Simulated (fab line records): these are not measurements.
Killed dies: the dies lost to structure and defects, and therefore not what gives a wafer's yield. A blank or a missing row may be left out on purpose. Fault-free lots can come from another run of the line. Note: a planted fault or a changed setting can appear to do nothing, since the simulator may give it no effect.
A struck lot beside a sound one :: flow n5Finfet :: 25 steps out of a route of 1938
Sound: these wafers, L341.4, L341.5. Struck: wafer L344.3 (L344.2, L344.6, from the same lot, were not struck and are left out); the cause is given at the end.
For every step that has rows: the tool of each side, followed by ch and its chambers, followed by its first start. Under that, the readings that differ: sound wafers :: struck wafers :: difference of the means :: sigmas: that difference in standard deviations of wafers without a fault.
alike: readings with means less than 2 such deviations apart, plus words and numbers identical on both sides. not compared: withheld readings, readings lacking a value on some wafer, bounds such as >300 that could conceal the same value, and numbers that have no deviation in the record and whose values overlap.
A row with sigmas, a row that says differs or no value, or rows on one side alone: a step with any of these is where the two part. Non-overlapping numbers with no deviation appear without sigmas and do not part them. A reading that every wafer of one side lacks parts them only if that side has two wafers or more.

first, 9 steps without rows for these wafers: N5_FIN_SAQP_RECESS_71 (chemistry HF/NH3, target SiO2, target depth 3 nm, afs cycles 1, sublimation time 60 s); N5_FIN_SAQP_SPACER2_ALD_28 (deposits SiO2, target thk 8.1 nm, pulse time 1 s, purge time 2 s); N5_FIN_SAQP_SPACER2_ETCHBACK_29 (etches SiO2 in CHF3/O2, target depth 12.2 nm, time 6.1 s); N5_FIN_SAQP_MANDREL2_REMOVE_60 (chemistry HBr/Cl2/O2, target a-Si, stops on SiNx, bt time 10 s); N5_FIN_SAQP_HM_OPEN_33 (chemistry CH3F/O2, target SiNx, target depth 49.4 nm, time 70.6 s); N5_FIN_SAQP_ETCH_34 (etches SiO2 in C4F6/O2, target depth 45 nm, time 15 s); N5_FIN_SAQP_STRIP_77 (strips in N2/H2, time 90 s); N5_FIN_SAQP_ETCH_64 (etches SiO2 in CF4, target depth 1.5 nm); N5_FIN_SAQP_FIN_ETCH_36 (etches the open film in HBr/Cl2/O2, target depth 120 nm, time 50.4 s).
N5_FIN_SAQP_PRECLEAN_38: cleans in O3/DIW, time 45 s.
  sound on wetBench-04 ch 0,3, day 5 14:43; struck on wetBench-04 ch 1,6,7, day 6 09:25
then, 2 steps without rows for these wafers: N5_FIN_SAQP_PRECLEAN_45 (cleans in dHF, time 10 s); N5_FIN_SAQP_SRD_39 (time 30 s).
N5_FIN_SAQP_INSPECT_40: inspects for defects (brightfield).
  struck on defectInspect-01, day 6 09:31; sound on defectInspect-02, day 5 14:48
reading: rawDefectCount
sound: 217 183
struck: 1467
difference: +1267
sigmas: +19
then, 9 steps without rows for these wafers: N5_FIN_CUT_COAT_18 (time 60 s, resist thk 230 nm); N5_FIN_CUT_COAT_19 (time 60 s, resist thk 20 nm); N5_FIN_CUT_COAT_29 (time 60 s, resist thk 10 nm); N5_FIN_CUT_COAT_02 (resist thk 30 nm); N5_FIN_CUT_EBR_04; N5_FIN_CUT_SOFTBAKE_03 (time 60 s); N5_FIN_CUT_EXPOSE_05 (exposes mask FIN CUT); N5_FIN_CUT_PEB_06 (peb time 60 s); N5_FIN_CUT_DEVELOP_07 (develop time 30 s).
N5_FIN_CUT_INSPECT_10: inspects for defects (brightfield).
  struck on defectInspect-01, day 6 09:54; sound on defectInspect-02, day 5 15:11
reading: rawDefectCount
sound: 37 29
struck: 1148
difference: +1115
sigmas: +99 or more
then, 1 step without rows for these wafers: N5_FIN_CUT_DESCUM_13 (chemistry O2, time 7 s).
-- a jump in the record: the struck wafers' starts before and after are 12 days apart (it breaks off in module FIN_CUT and resumes in module PASSIVATION, where the first step shown is number 1936 of the route) --
N5_PASSIVATION_PROBE_49:
  the record has rows for the struck wafers here (prober-01, day 18 02:20) and none for the sound ones

== WHERE THEY PART ==
At N5_FIN_SAQP_INSPECT_40 first; at N5_PASSIVATION_PROBE_49 last (within this record only).

WHY: what had been put in by the simulator
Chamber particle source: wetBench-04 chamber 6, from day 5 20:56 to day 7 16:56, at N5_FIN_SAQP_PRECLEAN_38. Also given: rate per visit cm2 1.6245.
